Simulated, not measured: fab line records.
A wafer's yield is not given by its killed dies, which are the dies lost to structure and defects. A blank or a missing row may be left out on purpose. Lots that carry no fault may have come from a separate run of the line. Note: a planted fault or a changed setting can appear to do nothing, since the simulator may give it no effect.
Struck lot and sound lot, side by side	flow n5Finfet	37 out of 1938 route steps
Sound: wafers L398.3, L398.4, L398.5. Struck: wafer L397.3. (L397.1, L397.6 of the same lot were not struck and are left out.) The cause comes at the end.
At each step with rows: each side's tool, then ch and its chambers, then its first start. Under that, the readings that differ: sound wafers	struck wafers	difference of the means	sigmas: that difference in standard deviations of wafers without a fault.
alike: readings with means less than 2 such deviations apart, plus words and numbers identical on both sides. not compared: withheld readings, readings lacking a value on some wafer, bounds such as >300 that could conceal the same value, and numbers that have no deviation in the record and whose values overlap.
The two part at a step that has a row with sigmas, a row that says differs or no value, or rows on one side only. Numbers that don't overlap but have no deviation are shown without sigmas and don't part them. A reading that every wafer of one side lacks parts them only if that side has two wafers or more.

first, 9 steps without rows for these wafers: N5_BEOL_M9_COAT_64 (time 60 s, resist thk 12 nm); N5_BEOL_M9_COAT_75 (time 60 s, resist thk 5 nm); N5_BEOL_M9_COAT_22 (resist thk 30 nm); N5_BEOL_M9_EBR_24; N5_BEOL_M9_SOFTBAKE_23 (time 60 s); N5_BEOL_M9_EXPOSE_25 (exposes mask V8); N5_BEOL_M9_PEB_26 (peb time 60 s); N5_BEOL_M9_DEVELOP_27 (develop time 30 s); N5_BEOL_M9_DESCUM_33 (chemistry O2, time 7 s).
N5_BEOL_M9_ETCH_76: etches underlayer in N2/H2, target depth 6.5 nm, time 5.2 s.
  sound on rieDiel-03 ch 0,1, day 11 02:22; struck on rieDiel-03 ch 1, day 11 23:14
  alike: drypumpMotorCurrentA, etchRfOnTimeS, oesProductAu, rfVppV, showerheadPlenumPTorr, throttleValvePct
  not compared: rfHoursCounterH
then, 26 steps without rows for these wafers: N5_BEOL_M9_ETCH_65 (etches SiARC in CF4, target depth 15.6 nm, time 26 s); N5_BEOL_M9_ETCH_66 (etches SOC in N2/H2, target depth 80 nm, overetch 16 nm, time 120 s); N5_BEOL_M9_STRIP_69 (strips in N2/H2); N5_BEOL_M9_STRIP_77 (strips in N2/H2); N5_BEOL_M9_VIA_ETCH_34 (etches SiCOH lowk in C4F6/O2, target depth 182.4 nm, time 68.4 s); N5_BEOL_M9_STRIP_73 (strips in C4F6/O2); N5_BEOL_M9_STRIP_36 (strips in N2/H2); N5_BEOL_M9_TRENCH_ETCH_37 (etches SiCOH lowk in C4F6/O2, target depth 151.43 nm, time 49 s); N5_BEOL_M9_ETCH_41 (etches SiCN in CH3F/O2, target depth 36.6 nm, time 70.1 s); N5_BEOL_M9_STRIP_80 (strips in N2/H2, time 10 s); N5_BEOL_M9_HM_STRIP_39 (strips TiN in peroxide tin strip, target depth 25 nm, time 158 s); N5_BEOL_M9_SRD_40 (time 30 s); N5_BEOL_M9_PRECLEAN_42 (cleans in residue remover, time 60 s); N5_BEOL_M9_SRD_43 (time 30 s); N5_BEOL_M9_CURE_72 (cures SiCOH lowk, time 120 s); N5_BEOL_M9_DEGAS_44 (time 60 s); N5_BEOL_M9_PRE_CLEAN_45 (time 30 s); N5_BEOL_M9_ALD_74 (deposits TaN, target thk 2 nm, pulse time 2 s, purge time 3 s); N5_BEOL_M9_SURFACE_TREAT_79; N5_BEOL_M9_CVD_78 (deposits Co from CCTBA/H2, target thk 2 nm, time 138.9 s); N5_BEOL_M9_SPUTTER_48 (material Cu, target thk 12 nm, time 2 s); N5_BEOL_M9_ECD_50 (material Cu, target thk 318 nm); N5_BEOL_M9_ANNEAL_51 (time 90 s); N5_BEOL_M9_CMP_52 (polishes, stops on SiCOH lowk, t overpolish 7 s, target thk 140 nm); N5_BEOL_M9_PRE_CLEAN_55 (time 15 s); N5_BEOL_M9_DEP_56 (deposits SiCN from 3MS/NH3, target thk 15 nm, time 26.5 s).
-- the record jumps here: 3 days lie between the struck wafers' starts before and after (it left off in module BEOL_M9 and takes up again in module PASSIVATION, whose first step shown is number 1936 of the route) --
N5_PASSIVATION_PROBE_49:
  sound: prober-01 at day 13 20:04; struck: prober-01 at day 14 20:28
reading	sound	struck	difference	sigmas
defectLimitedYield (%)	90.8 91.6 89.9	84.0	-6.8	-5
killed_at_M4_up	5 6 6	121	+115	+20
killedAtFrontEnd	61 65 73	35	-31	-3
killedDies	108 99 119	189	+80	+5
killedOpen	65 62 82	42	-28	-2
sort_bin_5_function (%)	6.4 4.7 6.1	9.6	+3.9	+4
sort_bin_6_memory (%)	2.5 3.4 3.3	5.0	+1.9	+3
sortNPass	1072 1081 1061	991	-80	-5
sortYieldPct (%)	90.8 91.6 89.9	84.0	-6.8	-5
  alike: killed_at_M0_to_M3, killedAtContacts, killedAtOther, killedShort, sort_bin_8_speed

WHERE THEY PART
Within this record, at N5_PASSIVATION_PROBE_49 only.

WHY: the cause the simulator had injected
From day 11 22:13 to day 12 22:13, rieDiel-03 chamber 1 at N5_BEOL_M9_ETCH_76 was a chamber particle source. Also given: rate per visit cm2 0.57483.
